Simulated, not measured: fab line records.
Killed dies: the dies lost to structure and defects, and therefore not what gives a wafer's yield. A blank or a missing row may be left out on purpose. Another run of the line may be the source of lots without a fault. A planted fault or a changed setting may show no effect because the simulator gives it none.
fab line records	flow nand-harc
record lots=6	wafers=18	last-day=24
route steps=1159 shown A_CHANNEL_HOLE_D1@463 A_CHANNEL_FILL_D1@490 END@1159
lots with no fault: from the same line, run without faults
start-h: start of the lot's first displayed wafer, in hours after the record's first day	wait-h: hours from the lot's prior step to this one	" same as the row above	L1.1+2: several wafers, shown together as one row	- either no value or no given start	* or withheld: withheld	< > ~ a bound
route shown NAME@n: NAME is a module with steps in the file, n the number in the route of the first one	usual: mean and standard deviation over wafers with no fault	same: alike in all rows	chamber/n: place in a boat	sites: the reading at each site	_std_site: their standard deviation	_edge_site: the outer-site mean with the inner-site mean subtracted	radius-mm: how far each site lies from the wafer's centre	mask NAME#n: copy n	behind: tool/chamber where the wafer was last shaped	hold: why the lot went on hold/how many hours it stayed there/how the hold came to an end	device: transistor that didn't switch, given as n, p or np	end of line: tests run on the same wafers once the route is complete	a step given without rows: its recipe and nothing more	killed: at the first sort, the dies lost to defects and structure; wafer yield is something else	map: dies across one wafer; x = killed, . = not, _ = none there
set.NAME: the setting that was run; set.NAME@STEP: the one run at that earlier step	model.NAME: the simulator's own value behind a step, which no gauge read
lots at selected steps of the route; one table per step, one row per wafer
services: the hour from which a tool's chamber was out of use, counted from the record's first day as start-h (under 0 if before that day), plus the number of hours and why
## steps
# step NHARC_A_CHANNEL_HOLE_D1_OVL_MEAS_11
# usual overlay-x-nm=0.1/0.72	overlay-y-nm=-0.2/0.8
lot.wafer	tool	chamber	start-h	wait-h	overlay-x-nm	overlay-y-nm
L389.2	overlay-02	-	183.94	-	0.6	1.2
L389.3	"	-	"	"	0.4	1.4
L389.4	"	-	"	"	0.7	1.1
L394.3	overlay-02	-	214.11	-	-0.7	-0.6
L394.4	"	-	"	"	-0.8	-0.5
L394.6	"	-	"	"	-0.1	-0.9
L407.2	overlay-02	-	282.97	-	0.1	-1.1
L407.5	"	-	"	"	-0.4	-1.0
L407.6	"	-	"	"	0.3	-1.4
L409.4	overlay-02	-	294.06	-	-0.6	-0.8
L409.5	"	-	"	"	-0.7	-0.6
L409.6	"	-	"	"	-0.6	0.3
L410.1	overlay-01	-	294.68	-	-0.6	-0.9
L410.3	"	-	"	"	-0.6	0.0
L410.5	"	-	"	"	-0.6	-1.1
L411.2	overlay-02	-	314.69	-	0.0	-0.6
L411.4	"	-	"	"	0.7	-0.3
L411.6	"	-	"	"	0.4	-0.2
# step NHARC_A_CHANNEL_HOLE_D1_INSPECT_12
# usual raw-defect-count=5.5/2.8
lot.wafer	tool	chamber	start-h	wait-h	raw-defect-count
L389.2	defect-inspect-01	-	183.98	0.0	5
L389.3	"	-	"	"	2
L389.4	"	-	"	"	5
L394.3	defect-inspect-02	-	214.14	0.0	4
L394.4	"	-	"	"	5
L394.6	"	-	"	"	3
L407.2	defect-inspect-01	-	283.01	0.0	8
L407.5	"	-	"	"	5
L407.6	"	-	"	"	11
L409.4	defect-inspect-02	-	294.10	0.0	10
L409.5	"	-	"	"	5
L409.6	"	-	"	"	6
L410.1	defect-inspect-02	-	294.71	0.0	4
L410.3	"	-	"	"	7
L410.5	"	-	"	"	3
L411.2	defect-inspect-01	-	314.72	0.0	3
L411.4	"	-	"	"	7
L411.6	"	-	"	"	4
# step NHARC_A_CHANNEL_HOLE_D1_DESCUM_15
# recipe time-s=3	o2-flow-sccm=200	ar-flow-sccm=0	bias-power-w=0	chemistry=O2
# usual drypump-motor-current-A=5.7/0.49	oes-product-au=1.001/0.0096	rf-vpp-V=57.9/0.9	showerhead-plenum-p-Torr=1.93/0.073	throttle-valve-pct=11.311/0.0094
lot.wafer	tool	chamber	start-h	wait-h	drypump-motor-current-A	oes-product-au	rf-hours-counter-h	rf-vpp-V	showerhead-plenum-p-Torr	throttle-valve-pct
L389.4	rie-diel-11	2	184.05	0.1	6.3	1.010	11	58.0	1.99	11.305
L389.2	"	3	"	"	5.6	1.004	11	57.5	1.91	11.318
L389.3	"	0	"	"	6.3	1.008	11	58.8	1.92	11.321
L394.3	rie-diel-04	1	214.20	0.1	5.2	1.009	5	57.8	1.89	11.314
L394.4	"	3	"	"	5.2	1.002	5	57.7	1.93	11.305
L394.6	"	1	"	"	5.3	1.011	-	57.6	1.89	11.316
L407.2	rie-diel-11	1	283.07	0.1	6.0	0.982	5	57.5	1.99	11.307
L407.6	"	1	"	"	6.0	0.986	-	58.1	1.99	11.301
L407.5	"	0	"	"	6.3	0.997	-	59.1	1.91	11.312
L409.4	rie-diel-11	2	294.16	0.1	6.3	1.006	6	59.4	1.99	11.319
L409.6	"	2	"	"	6.3	1.015	-	57.9	1.99	11.305
L409.5	"	3	"	"	5.6	1.002	-	58.2	1.91	11.313
L410.1	rie-diel-06	0	294.79	0.1	5.0	0.998	4	57.9	1.85	11.313
L410.3	"	1	"	"	5.2	1.004	4	57.1	1.78	11.308
L410.5	"	1	"	"	5.2	1.005	-	58.2	1.78	11.316
L411.2	rie-diel-06	0	314.79	0.1	4.9	1.020	6	56.7	1.85	11.298
L411.6	"	3	"	"	5.9	1.002	-	58.3	1.98	11.325
L411.4	"	0	"	"	4.9	1.011	-	56.7	1.85	11.306
# step NHARC_A_CHANNEL_HOLE_D1_ETCH_38
# recipe target-depth-a=390	over-etch-frac=0.3	time-s=65	ion-energy-ev=80	cf4-flow-sccm=150	ar-flow-sccm=0	rf-w=300	bias-w=100	chemistry=CF4
# step NHARC_A_CHANNEL_HOLE_D1_ETCH_39
# recipe target-depth-a=2600	over-etch-frac=0.3	time-s=325	ion-energy-ev=200	n2-flow-sccm=150	h2-flow-sccm=150	ar-flow-sccm=0	rf-w=400	bias-w=150	chemistry=N2/H2
# step NHARC_A_CHANNEL_HOLE_D1_ETCH_34
# recipe target-depth-a=1540	time-s=77	cf4-flow-sccm=100	chf3-flow-sccm=30	ar-flow-sccm=0	rf-w=500	bias-w=200	chemistry=CF4/CHF3
# step NHARC_A_CHANNEL_HOLE_D1_ETCH_16
# recipe target-depth-a=31000	over-etch-frac=0.3	time-s=806	ion-energy-ev=150	o2-flow-sccm=400	cos-flow-sccm=20	ar-flow-sccm=0	rf-w=500	bias-w=300	chemistry=O2/COS
# step NHARC_A_CHANNEL_HOLE_D1_CD_MEAS_18
# usual cd-nm=100.1/2.4
lot.wafer	tool	chamber	start-h	wait-h	cd-nm
L389.2	cd-sem-01	-	185.15	-	95.7
L389.3	"	-	"	"	101.2
L389.4	"	-	"	"	98.0
L394.3	cd-sem-02	-	215.31	-	103.4
L394.4	"	-	"	"	102.2
L394.6	"	-	"	"	101.0
L407.2	cd-sem-02	-	284.39	-	99.2
L407.5	"	-	"	"	103.5
L407.6	"	-	"	"	100.6
L409.4	cd-sem-01	-	295.28	-	98.2
L409.5	"	-	"	"	100.2
L409.6	"	-	"	"	101.7
L410.1	cd-sem-03	-	296.15	-	102.6
L410.3	"	-	"	"	106.2
L410.5	"	-	"	"	98.2
L411.2	cd-sem-01	-	316.09	-	103.8
L411.4	"	-	"	"	102.3
L411.6	"	-	"	"	96.8
# step NHARC_A_CHANNEL_HOLE_D1_ETCH_19
# recipe bias-v=1200	source-w=2500	pressure-mtorr=15	time-s=34.5	ar-flow-sccm=375	c4f8-flow-sccm=28.8	o2-flow-sccm=96.2	temp-c=-20	target-depth-a=*	chemistry=C4F8/O2/Ar
# step NHARC_A_CHANNEL_HOLE_D1_ETCH_20
# recipe bias-v=3000	source-w=withheld	pressure-mtorr=20	time-s=361.9	ar-flow-sccm=375	c4f8-flow-sccm=89.3	o2-flow-sccm=35.7	temp-c=-20	target-depth-a=16000	chemistry=C4F8/O2/Ar
# usual drypump-motor-current-A=5.9/0.66	showerhead-plenum-p-Torr=3.78/0.086	throttle-valve-pct=32.155/0.01
lot.wafer	tool	chamber	start-h	wait-h	drypump-motor-current-A	rf-hours-counter-h	showerhead-plenum-p-Torr	throttle-valve-pct
L389.2	har-etch-02	0	185.34	0.1	4.6	104	3.87	32.152
L389.4	"	0	"	"	4.6	-	3.87	32.154
L389.3	"	1	"	"	6.2	-	3.63	32.160
L394.4	har-etch-01	0	215.59	0.2	6.3	-	3.82	32.147
L394.3	"	1	"	"	6.3	-	3.82	32.143
L394.6	"	0	"	"	6.3	-	3.82	32.163
L407.2	har-etch-01	1	285.32	0.1	6.2	238	3.80	32.151
L407.5	"	0	"	"	6.3	-	3.80	32.141
L407.6	"	1	"	"	6.2	-	3.80	32.134
L409.4	har-etch-01	1	295.56	0.2	6.2	-	3.80	32.167
L409.6	"	1	"	"	6.2	-	3.80	32.151
L409.5	"	0	"	"	6.3	-	3.80	32.141
L410.1	har-etch-02	0	297.59	0.1	4.6	154	3.85	32.151
L410.3	"	1	"	"	6.2	-	3.61	32.159
L410.5	"	0	"	"	4.6	-	3.85	32.153
L411.2	har-etch-02	0	319.68	0.1	4.6	164	3.84	32.147
L411.4	"	0	"	"	4.6	-	3.84	32.152
L411.6	"	1	"	"	6.2	-	3.60	32.147
# step NHARC_A_CHANNEL_HOLE_D1_ETCH_21
# recipe bias-v=3000	source-w=withheld	pressure-mtorr=20	time-s=514.3	ar-flow-sccm=375	c4f8-flow-sccm=89.3	o2-flow-sccm=35.7	temp-c=-20	target-depth-a=16000	chemistry=C4F8/O2/Ar
# step NHARC_A_CHANNEL_HOLE_D1_ETCH_22
# recipe bias-v=3000	source-w=withheld	pressure-mtorr=20	time-s=666.7	ar-flow-sccm=375	c4f8-flow-sccm=89.3	o2-flow-sccm=35.7	temp-c=-20	target-depth-a=16000	chemistry=C4F8/O2/Ar
# step NHARC_A_CHANNEL_HOLE_D1_ETCH_23
# recipe bias-v=5000	source-w=withheld	pressure-mtorr=20	time-s=819	ar-flow-sccm=375	c4f8-flow-sccm=89.3	o2-flow-sccm=35.7	temp-c=-20	target-depth-a=16000	chemistry=C4F8/O2/Ar
# usual drypump-motor-current-A=5.9/0.66	showerhead-plenum-p-Torr=3.78/0.086	throttle-valve-pct=32.156/0.0083
lot.wafer	tool	chamber	start-h	wait-h	drypump-motor-current-A	rf-hours-counter-h	showerhead-plenum-p-Torr	throttle-valve-pct
L389.2	har-etch-02	0	186.65	0.5	4.6	105	3.87	32.149
L389.4	"	0	"	"	4.6	-	3.87	32.140
L389.3	"	1	"	"	6.2	-	3.63	32.153
L394.4	har-etch-01	0	217.04	0.5	6.3	-	3.82	32.155
L394.3	"	1	"	"	6.3	-	3.82	32.176
L394.6	"	0	"	"	6.3	-	3.82	32.156
L407.2	har-etch-01	1	286.71	0.5	6.2	239	3.80	32.158
L407.5	"	0	"	"	6.3	-	3.80	32.174
L407.6	"	1	"	"	6.2	-	3.80	32.141
L409.4	har-etch-01	1	297.01	0.5	6.2	-	3.80	32.148
L409.6	"	1	"	"	6.2	-	3.80	32.147
L409.5	"	0	"	"	6.3	-	3.80	32.156
L410.1	har-etch-02	0	298.92	0.5	4.6	156	3.85	32.155
L410.3	"	1	"	"	6.3	-	3.61	32.154
L410.5	"	0	"	"	4.6	-	3.84	32.161
L411.2	har-etch-02	0	321.08	0.5	4.6	165	3.84	32.166
L411.4	"	0	"	"	4.6	-	3.84	32.159
L411.6	"	1	"	"	6.2	-	3.60	32.167
# step NHARC_A_CHANNEL_HOLE_D1_ETCH_24
# recipe bias-v=5000	source-w=withheld	pressure-mtorr=20	time-s=906.2	ar-flow-sccm=375	c4f8-flow-sccm=93.8	o2-flow-sccm=31.2	temp-c=-20	target-depth-a=15000	chemistry=C4F8/O2/Ar
# usual drypump-motor-current-A=5.9/0.67	showerhead-plenum-p-Torr=3.78/0.086	throttle-valve-pct=32.235/0.0079
lot.wafer	tool	chamber	start-h	wait-h	drypump-motor-current-A	rf-hours-counter-h	showerhead-plenum-p-Torr	throttle-valve-pct
L389.2	har-etch-02	0	187.36	0.6	4.6	106	3.87	32.238
L389.4	"	0	"	"	4.6	-	3.87	32.242
L389.3	"	1	"	"	6.2	-	3.63	32.240
L394.4	har-etch-01	0	217.76	0.6	6.3	-	3.81	32.234
L394.3	"	1	"	"	6.2	-	3.81	32.244
L394.6	"	0	"	"	6.3	-	3.81	32.239
L407.2	har-etch-01	1	287.42	0.6	6.2	240	3.79	32.239
L407.5	"	0	"	"	6.3	-	3.79	32.240
L407.6	"	1	"	"	6.2	-	3.79	32.218
L409.4	har-etch-01	1	297.72	0.6	6.2	-	3.79	32.232
L409.6	"	1	"	"	6.2	-	3.79	32.226
L409.5	"	0	"	"	6.3	-	3.79	32.231
L410.1	har-etch-02	0	299.61	0.6	4.6	156	3.84	32.230
L410.3	"	1	"	"	6.2	-	3.60	32.227
L410.5	"	0	"	"	4.6	-	3.84	32.237
L411.2	har-etch-02	0	321.78	0.6	4.6	166	3.83	32.222
L411.4	"	0	"	"	4.6	-	3.83	32.248
L411.6	"	1	"	"	6.2	-	3.60	32.256
# step NHARC_A_CHANNEL_HOLE_D1_ETCH_25
# recipe bias-v=5000	source-w=withheld	pressure-mtorr=20	time-s=1040.2	ar-flow-sccm=375	c4f8-flow-sccm=93.8	o2-flow-sccm=31.2	temp-c=-20	target-depth-a=15000	chemistry=C4F8/O2/Ar
# step NHARC_A_CHANNEL_HOLE_D1_ETCH_26
# recipe bias-v=300	source-w=2000	pressure-mtorr=30	time-s=224.1	ar-flow-sccm=375	c4f8-flow-sccm=11.4	o2-flow-sccm=113.6	temp-c=-20	target-depth-a=3000	chemistry=C4F8/O2/Ar
# step NHARC_A_CHANNEL_HOLE_D1_ETCH_33
# recipe bias-v=400	source-w=2000	pressure-mtorr=25	time-s=90	ar-flow-sccm=375	c4f8-flow-sccm=41.7	o2-flow-sccm=83.3	temp-c=-20	target-depth-a=4000	chemistry=C4F8/O2/Ar
# step NHARC_A_CHANNEL_HOLE_D1_STRIP_41
# recipe n2-flow-sccm=150	h2-flow-sccm=150	ar-flow-sccm=0	bias-w=0	chemistry=N2/H2
# step NHARC_A_CHANNEL_HOLE_D1_STRIP_42
# recipe cf4-flow-sccm=100	chf3-flow-sccm=30	ar-flow-sccm=0	bias-w=0	chemistry=CF4/CHF3
# step NHARC_A_CHANNEL_HOLE_D1_STRIP_43
# recipe o2-flow-sccm=400	cos-flow-sccm=20	ar-flow-sccm=0	bias-w=0	chemistry=O2/COS
# step NHARC_A_CHANNEL_HOLE_D1_ETCH_44
# recipe target-depth-a=1400	overetch-a=140	time-s=77	ion-energy-ev=100	cf4-flow-sccm=80	o2-flow-sccm=20	ar-flow-sccm=0	rf-w=300	bias-w=100	chemistry=CF4/O2
# step NHARC_A_CHANNEL_HOLE_D1_STRIP_27
# recipe o2-flow-sccm=500	ar-flow-sccm=0	bias-w=0	chemistry=O2
# usual drypump-motor-current-A=5.7/0.51	oes-product-au=1.002/0.0087	rf-vpp-V=57.8/0.9	showerhead-plenum-p-Torr=3.56/0.13	throttle-valve-pct=17.036/0.009
lot.wafer	tool	chamber	start-h	wait-h	drypump-motor-current-A	oes-product-au	rf-hours-counter-h	rf-vpp-V	showerhead-plenum-p-Torr	throttle-valve-pct
L389.3	rie-diel-06	0	-	-	5.0	1.000	10	56.2	3.43	17.036
L389.4	"	2	"	"	5.8	0.999	10	56.5	3.43	17.034
L389.2	"	3	"	"	5.9	1.007	10	58.3	3.66	17.034
L394.3	rie-diel-04	1	-	-	5.2	1.005	6	57.3	3.49	17.031
L394.4	"	0	"	"	5.4	1.000	5	57.9	3.75	17.037
L394.6	"	2	"	"	6.5	0.992	-	60.3	3.67	17.037
L407.2	rie-diel-11	1	-	-	6.1	0.993	6	57.6	3.65	17.017
L407.5	"	1	"	"	6.1	0.989	-	58.1	3.65	17.023
L407.6	"	2	"	"	6.3	1.007	-	59.3	3.66	17.027
L409.4	rie-diel-04	1	-	-	5.2	1.013	0	57.7	3.48	17.033
L409.5	"	1	"	"	5.2	1.006	-	57.8	3.48	17.047
L409.6	"	2	"	"	6.5	1.004	-	57.4	3.66	17.032
L410.3	rie-diel-11	0	-	-	6.3	0.998	6	58.7	3.53	17.041
L410.1	"	2	"	"	6.3	1.004	7	58.3	3.66	17.032
L410.5	"	0	"	"	6.3	0.994	-	59.0	3.53	17.037
L411.2	rie-diel-04	1	-	-	5.2	1.007	1	58.2	3.48	17.031
L411.4	"	3	"	"	5.2	0.999	1	58.6	3.55	17.032
L411.6	"	0	"	"	5.4	1.003	-	57.2	3.75	17.045
# step NHARC_A_CHANNEL_HOLE_D1_PRECLEAN_28
# recipe time-s=*	temp-c=50	bath-age-min=0	chemistry=SC1
# step NHARC_A_CHANNEL_HOLE_D1_SRD_29
# step NHARC_A_CHANNEL_HOLE_D1_CD_MEAS_30
# usual cd-nm=89.9/1.3
lot.wafer	tool	chamber	start-h	wait-h	cd-nm
L389.2	cd-sem-03	-	191.23	-	91.6
L389.3	"	-	"	"	90.2
L389.4	"	-	"	"	88.7
L394.3	cd-sem-03	-	220.91	-	90.9
L394.4	"	-	"	"	90.7
L394.6	"	-	"	"	89.5
L407.2	cd-sem-01	-	290.67	-	90.6
L407.5	"	-	"	"	92.3
L407.6	"	-	"	"	91.2
L409.4	cd-sem-02	-	300.85	-	88.0
L409.5	"	-	"	"	90.1
L409.6	"	-	"	"	88.9
L410.1	cd-sem-01	-	303.13	-	91.0
L410.3	"	-	"	"	89.5
L410.5	"	-	"	"	90.7
L411.2	cd-sem-03	-	325.05	-	90.4
L411.4	"	-	"	"	88.2
L411.6	"	-	"	"	87.8
# step NHARC_A_CHANNEL_HOLE_D1_XSEM_31
# recipe landing-energy-ev=35000
# usual bot-cd-nm=74.6/1.5	bow-nm=8.61/0.28	tilt-deg=0.08/0.052
lot.wafer	tool	chamber	start-h	wait-h	bot-cd-nm	bow-nm	tilt-deg
L389.2	xsem-01	0	191.31	0.1	75.2	8.90	0.09
L389.3	"	0	"	"	74.4	8.85	0.09
L389.4	"	0	"	"	73.1	8.85	0.09
L394.3	xsem-01	0	221.00	0.1	74.9	8.42	0.08
L394.4	"	0	"	"	74.8	8.50	0.09
L394.6	"	0	"	"	73.6	8.47	0.08
L407.2	xsem-01	0	290.76	0.1	75.7	8.91	0.07
L407.5	"	0	"	"	77.5	8.89	0.07
L407.6	"	0	"	"	75.6	8.86	0.07
L409.4	xsem-01	0	300.94	0.1	74.0	8.58	0.04
L409.5	"	0	"	"	75.5	8.57	0.04
L409.6	"	0	"	"	74.1	8.55	0.04
L410.1	xsem-01	0	303.23	0.1	77.4	8.64	0.12
L410.3	"	0	"	"	75.9	8.65	0.12
L410.5	"	0	"	"	77.7	8.68	0.12
L411.2	xsem-01	0	325.14	0.1	75.0	8.07	0.08
L411.4	"	0	"	"	72.6	8.05	0.08
L411.6	"	0	"	"	71.5	8.14	0.08
# step NHARC_A_CHANNEL_HOLE_D1_INSPECT_40
# usual raw-defect-count=60/17
lot.wafer	tool	chamber	start-h	wait-h	raw-defect-count
L389.2	defect-inspect-01	-	191.41	-	41
L389.3	"	-	"	"	52
L389.4	"	-	"	"	31
L394.3	defect-inspect-02	-	221.10	-	61
L394.4	"	-	"	"	61
L394.6	"	-	"	"	60
L407.2	defect-inspect-01	-	290.86	-	69
L407.5	"	-	"	"	693
L407.6	"	-	"	"	70
L409.4	defect-inspect-01	-	301.03	-	64
L409.5	"	-	"	"	729
L409.6	"	-	"	"	78
L410.1	defect-inspect-01	-	303.33	-	79
L410.3	"	-	"	"	67
L410.5	"	-	"	"	76
L411.2	defect-inspect-01	-	325.23	-	55
L411.4	"	-	"	"	66
L411.6	"	-	"	"	60
# step NHARC_A_CHANNEL_FILL_D1_PRECLEAN_00
# recipe time-s=*	temp-c=50	bath-age-min=0	chemistry=SC1
# step NHARC_END_SORT_01
# recipe temp-c=25
# usual killed-at-array=27/8	killed-at-other=0.8/1.2	killed-at-periphery=3.3/2.3	killed-dies=31/8.8	killed-open=3.2/2.1	killed-short=2.1/1.4
# same gross-dies=677
lot.wafer	tool	chamber	start-h	wait-h	killed-at-array	killed-at-other	killed-at-periphery	killed-dies	killed-open	killed-short
L394.3	prober-01	0	485.00	3.1	27	0	2	29	6	3
L394.4	prober-01	0	485.79	3.4	28	3	2	33	3	3
L394.6	prober-01	0	487.37	4.0	39	1	3	43	7	1
L407.2	prober-02	0	558.58	2.8	31	0	4	35	8	2
L407.5	prober-02	0	561.00	3.7	106	0	4	110	3	3
L407.6	prober-02	0	561.80	4.0	28	0	3	31	4	3
L410.1	prober-02	0	569.31	2.5	28	2	2	32	4	2
L410.5	prober-02	0	572.51	3.7	20	0	6	26	4	2
L409.4	prober-01	0	571.70	3.4	43	0	4	47	3	1
L409.5	prober-01	0	572.50	3.7	121	0	7	128	0	3
L409.6	prober-01	0	573.30	4.0	41	0	10	51	2	1
L411.2	prober-02	0	582.31	2.8	13	0	2	15	3	1
L411.4	prober-02	0	583.89	3.4	24	0	5	29	6	2
L411.6	prober-02	0	585.48	4.0	18	0	1	19	3	0
# killed by level:class
L394.3 A_SLIT:chamber-film-flake=10 A_CHANNEL_HOLE_D1:chamber-film-flake=9 A_WL_FILL:geometric-particle:short=2 A_CONTACT:geometric-particle:open=2 P_GATE:geometric-particle:open=1 P_M0:geometric-particle:open=1 A_ONON_D1:geometric-particle:open=1 A_SGD_CUT:geometric-particle:short=1
L394.4 A_CHANNEL_HOLE_D1:chamber-film-flake=15 A_SLIT:chamber-film-flake=5 THIN_TSV:chamber-film-flake=3 A_ONON_D1:geometric-particle:open=2 A_CHANNEL_FILL_D1:geometric-particle:short=1 A_CHANNEL_FILL_D1:geometric-particle:open=1 A_WL_FILL:geometric-particle:short=1 A_M0:geometric-particle:short=1
L394.6 A_CHANNEL_HOLE_D1:chamber-film-flake=15 A_SLIT:chamber-film-flake=13 P_GATE:geometric-particle:open=2 A_STAIRCASE:chamber-film-flake=2 A_ONON_D1:geometric-particle:short=1 A_ONON_D1:geometric-particle:open=1 A_CONTACT:geometric-particle:open=1 A_BLC:geometric-particle:open=1
L407.2 A_CHANNEL_HOLE_D1:chamber-film-flake=12 A_CONTACT:chamber-film-flake=5 A_ZERO_WELL:chamber-film-flake=4 P_M0:geometric-particle:open=2 A_CONTACT:geometric-particle:open=2 A_STAIRCASE:chamber-film-flake=2 P_GATE:geometric-particle:open=1 A_SOURCE_PLATE:geometric-particle:short=1
L407.5 A_CHANNEL_HOLE_D1:unspecified=86 A_CONTACT:chamber-film-flake=6 A_CHANNEL_HOLE_D1:chamber-film-flake=5 P_STI:chamber-film-flake=2 A_STAIRCASE:chamber-film-flake=2 A_ONON_D1:geometric-particle:open=1 A_WL_FILL:geometric-particle:short=1 A_CONTACT:geometric-particle:open=1
L407.6 A_CHANNEL_HOLE_D1:chamber-film-flake=15 A_STAIRCASE:chamber-film-flake=3 A_CONTACT:chamber-film-flake=3 A_CONTACT:geometric-particle:open=2 P_STI:chamber-film-flake=2 P_STI:geometric-particle:short=1 A_ONON_D1:geometric-particle:open=1 A_CHANNEL_FILL_D1:geometric-particle:short=1
L410.1 A_CONTACT:chamber-film-flake=11 A_CHANNEL_HOLE_D1:chamber-film-flake=9 P_M0:geometric-particle:open=1 A_ONON_D1:geometric-particle:short=1 A_CHANNEL_FILL_D1:geometric-particle:open=1 A_CONTACT:geometric-particle:short=1 A_CONTACT:geometric-particle:open=1 P_M0:chamber-film-flake=1
L409.4 A_CHANNEL_HOLE_D1:chamber-film-flake=19 A_SLIT:chamber-film-flake=11 A_CONTACT:chamber-film-flake=6 A_STAIRCASE:chamber-film-flake=5 P_CONTACT:geometric-particle:open=1 P_M0:geometric-particle:open=1 A_CHANNEL_FILL_D1:geometric-particle:short=1 A_CONTACT:geometric-particle:open=1
L409.5 A_CHANNEL_HOLE_D1:unspecified=93 A_SLIT:chamber-film-flake=12 A_CHANNEL_HOLE_D1:chamber-film-flake=9 P_M0:chamber-film-flake=4 P_GATE:chamber-film-flake=3 A_CONTACT:chamber-film-flake=3 A_CHANNEL_HOLE_D1:geometric-particle:short=1 A_CHANNEL_FILL_D1:geometric-particle:short=1
L410.5 A_CONTACT:chamber-film-flake=8 A_CHANNEL_HOLE_D1:chamber-film-flake=8 P_GATE:geometric-particle:open=2 P_M0:geometric-particle:short=1 P_M0:geometric-particle:open=1 A_CONTACT:geometric-particle:open=1 A_M0:geometric-particle:short=1 P_STI:chamber-film-flake=1
L409.6 A_CHANNEL_HOLE_D1:chamber-film-flake=17 A_SLIT:chamber-film-flake=14 A_CONTACT:chamber-film-flake=6 P_M0:chamber-film-flake=5 A_STAIRCASE:chamber-film-flake=3 P_GATE:chamber-film-flake=2 P_CONTACT:geometric-particle:open=1 P_M0:geometric-particle:open=1
L411.2 A_CHANNEL_HOLE_D1:chamber-film-flake=6 A_STAIRCASE:chamber-film-flake=2 A_CONTACT:chamber-film-flake=2 P_GATE:geometric-particle:open=1 P_M0:geometric-particle:open=1 A_ONON_D1:geometric-particle:open=1 A_ONON_D1:geometric-particle:short=1 A_BLC:chamber-film-flake=1
L411.4 A_CHANNEL_HOLE_D1:chamber-film-flake=12 A_CONTACT:chamber-film-flake=4 P_GATE:geometric-particle:open=2 P_M0:geometric-particle:short=1 A_ONON_D1:geometric-particle:open=1 A_CHANNEL_FILL_D1:geometric-particle:short=1 A_WL_FILL:geometric-particle:open=1 A_M0:geometric-particle:open=1
L411.6 A_CHANNEL_HOLE_D1:chamber-film-flake=6 A_STAIRCASE:chamber-film-flake=4 A_CONTACT:chamber-film-flake=2 A_BLC:chamber-film-flake=2 A_STAIRCASE:geometric-particle:open=1 A_CONTACT:geometric-particle:open=1 A_M1:geometric-particle:open=1 P_GATE:chamber-film-flake=1
# map L407.5 (x killed, . not)
____________.____________
_________xx...x._________
_______..........._______
______x............______
_____.x.....x......._____
____.................____
____.................____
___...................___
___...................___
__...............x.....__
__.....................__
_.................x....._
_............x...x......_
_...........x.xxx......._
_.........x.x.xxxx.....x_
_..........xxxxxxx......_
...........xxxxxxxx......
.........x.xxxxxxxxx.....
..........xxxxxxxxxx.....
...........xxxxxxxx......
...........xxxxxxxxx.....
_..........xxxxxxxx....._
_..........xxxxxxxxx...._
_............xxxxx......_
_.......x..x..xx.x......_
_.............xxx......._
__..x.....x.....x......__
__.....................__
___...................___
___...........x.......___
____.................____
____.................____
_____..............._____
______....x......x.______
_______...x......._______
_________......._________
____________.____________
# map L409.5 (x killed, . not)
____________.____________
_________......._________
_______..........._______
______.........x...______
_____........x.x...._____
____.................____
____..x..............____
___...................___
___.x.........x.......___
__.....................__
__.....................__
_......................._
_................x......_
_............xx.x......._
_x.........x.xxxxx......_
_.x.x.......xxxxxx......_
.x..x.....x.xxxxxxx......
x.........xxxxxxxxxx.....
x..........xxxxxxxxx.....
.xxx......xxxxxxxxxx.....
..........xxxxxxxxx.....x
_x.........xxxxxxxxxx..._
_x.x.......xxxxxxxx....._
_.x........xxxxxxxx....._
_...x.........xxxxx....._
_..x...x...xxxx..x......_
__............x........__
__..........x..........__
___..........x........___
___...................___
____.................____
____....x......x.....____
_____..............._____
______.............______
_______.........x._______
_________......._________
____________.____________
## services
tool	chamber	start-h	hours	kind
rie-diel-11	0	168.94	-	clean
rie-diel-11	1	168.94	-	clean
rie-diel-11	2	168.94	-	clean
rie-diel-11	3	168.94	-	clean
rie-diel-06	0	174.83	3.5	repair
rie-diel-04	3	175.33	1.6	repair
rie-diel-04	0	187.04	9.1	repair
rie-diel-11	-	189.50	9.0	pm
rie-diel-06	1	213.43	2.9	repair
rie-diel-06	-	241.65	9.0	pm
rie-diel-06	2	272.34	63.7	repair
rie-diel-11	3	275.79	8.4	repair
rie-diel-04	-	289.22	9.0	pm
rie-diel-11	1	300.05	15.1	repair
rie-diel-11	0	304.34	5.0	repair
har-etch-01	-	305.00	17.0	pm
har-etch-01	0	305.00	17.0	vent-cycle
har-etch-01	1	305.00	17.0	vent-cycle
rie-diel-11	-	317.10	0.4	repair
har-etch-01	0	322.00	-	clean
har-etch-01	0	322.00	-	consumable-replace:focus-ring
har-etch-01	1	322.00	-	clean
har-etch-01	1	322.00	-	consumable-replace:focus-ring
rie-diel-11	2	322.47	8.1	repair
## key
first-sign step=NHARC_A_CHANNEL_HOLE_D1_INSPECT_40	reading=raw-defect-count	direction=up	sigmas=38	usual=60	struck=711
effect step=NHARC_END_SORT_01	reading=killed-at-array	direction=up	sigmas=11	usual=27	struck=114
more-kills-born-at NHARC_A_CHANNEL_HOLE_D1_ETCH_23@har-etch-01=145
met-at NHARC_A_CHANNEL_HOLE_D1_ETCH_23
struck-wafers L407.5,L409.5
tester-left-out L407,L409
onset-between 217.04 286.71
fault kind=chamber-particle-source	tool=har-etch-01	chamber=0	onset-h=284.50	steps=NHARC_A_CHANNEL_HOLE_D1_ETCH_23	rate-per-visit-cm2=0.95698	end-h=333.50
# tester-left-out: of these lots the tester's yield and bins aren't shown, on N5 and GAA mostly nor the transistor test; their killed dies are dies lost to structure and defects alone, not to doping, threshold or leakage, so they don't give the yield
